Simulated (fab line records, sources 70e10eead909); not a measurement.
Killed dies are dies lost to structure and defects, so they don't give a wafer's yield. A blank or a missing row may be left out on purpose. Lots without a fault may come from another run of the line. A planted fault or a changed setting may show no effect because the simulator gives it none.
A struck lot beside a sound one | flow nand_harc | 15 steps out of a route of 1302
Sound: wafers L299.4, L299.5, L299.6. Struck: wafers L307.3, L307.4, L307.5. The cause comes at the end.
At each step with rows: each side's tool, then ch and its chambers, then its first start. Under that, the readings that differ: sound wafers | struck wafers | difference of the means | sigmas: that difference in standard deviations of wafers without a fault.
alike: readings whose means differ by less than 2 such deviations, and words and numbers that are the same on both sides. not compared: withheld readings, readings that some wafer has no value for, bounds like >300 that may hide the same value, and numbers for which the record gives no deviation and whose values overlap.
The two part at a step that has a row with sigmas, a row that says differs or no value, or rows on one side only. Numbers that don't overlap but have no deviation are shown without sigmas and don't part them. A reading that every wafer of one side lacks parts them only if that side has two wafers or more.

first, 7 steps without rows for these wafers: NHARC_A_CONTACT_COAT_35 (time 65 s); NHARC_A_CONTACT_COAT_36 (resist thk 90 nm); NHARC_A_CONTACT_SOFTBAKE_37 (time 55 s); NHARC_A_CONTACT_EBR_38; NHARC_A_CONTACT_EXPOSE_39 (exposes mask A CC 3); NHARC_A_CONTACT_PEB_40 (peb time 65 s); NHARC_A_CONTACT_DEVELOP_41 (develop time 35 s).
NHARC_A_CONTACT_CD_MEAS_42: target cd 300 nm.
  sound on cd_sem-01 ch 0, day 24 11:40; struck on cd_sem-02 ch 0, day 27 08:07
  alike: cd_nm
NHARC_A_CONTACT_OVL_MEAS_43:
  sound on overlay-01, day 24 11:45; struck on overlay-02, day 27 08:12
  alike: overlay_x_nm, overlay_y_nm
NHARC_A_CONTACT_INSPECT_44:
  sound on defect_inspect-01, day 24 11:47; struck on defect_inspect-01, day 27 08:14
  alike: raw_defect_count
NHARC_A_CONTACT_DESCUM_47: chemistry O2, time 3 s.
  sound on rie_diel-08 ch 0,3, day 24 11:50; struck on rie_diel-08 ch 1,2,3, day 27 08:18
  alike: drypump_motor_current_A, oes_product_au, rf_vpp_V, showerhead_plenum_p_Torr, throttle_valve_pct
  not compared: rf_hours_counter_h
NHARC_A_CONTACT_ETCH_48: etches the open film in CF4, target depth 39 nm, time 65 s.
  sound on rie_diel-08 ch 0,2,3, day 24 11:56; struck on rie_diel-08 ch 1,2,3, day 27 08:23
  alike: cf4_flow_sccm, drypump_motor_current_A, oes_product_au, rf_vpp_V, showerhead_plenum_p_Torr, throttle_valve_pct
  not compared: rf_hours_counter_h
NHARC_A_CONTACT_ETCH_49: etches the open film in N2/H2, target depth 260 nm, time 475.3 s.
  sound on rie_diel-08 ch 1,2,3, day 24 12:07; struck on rie_diel-08 ch 0,1,2, day 27 08:32
  reading               | sound             | struck            | difference | sigmas
  oes_product_au (a.u.) | 0.987 1.004 1.009 | 0.844 0.845 0.857 | -0.151     | -16
  alike: drypump_motor_current_A, n2_flow_sccm, rf_vpp_V, showerhead_plenum_p_Torr, throttle_valve_pct
  not compared: rf_hours_counter_h
NHARC_A_CONTACT_ETCH_50: etches the open film in CF4/CHF3, target depth 121 nm, time 60.5 s.
  sound on rie_diel-08 ch 0,3; struck on rie_diel-08 ch 0,3
  alike: cf4_flow_sccm, drypump_motor_current_A, oes_product_au, rf_vpp_V, showerhead_plenum_p_Torr, throttle_valve_pct
  not compared: rf_hours_counter_h
-- the record jumps here: 3 days lie between the struck wafers' starts before and after (it left off in module A_CONTACT and takes up again in module END, whose first step shown is number 1302 of the route) --
NHARC_END_SORT_01:
  sound on prober-01 ch 0, day 27 14:57; struck on prober-02 ch 0, day 30 11:17
  reading         | sound    | struck                                                                     | difference                   | sigmas
  hold            | - - -    | await_dispo/2.1h/release await_dispo/2.1h/release await_dispo/2.1h/release | no value on the sound wafers |
  killed_at_array | 33 33 16 | 72 89 52                                                                   | +44                          | +3
  killed_dies     | 35 34 18 | 74 92 54                                                                   | +44                          | +3
  alike: killed_at_other, killed_at_periphery, killed_open, killed_short

WHERE THEY PART
First at NHARC_A_CONTACT_ETCH_49; last, within this record, at NHARC_END_SORT_01.

WHY: what the simulator had put in
Process parameter drift: rie_diel-08, from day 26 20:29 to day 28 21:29, at NHARC_A_CONTACT_ETCH_49. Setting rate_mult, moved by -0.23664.
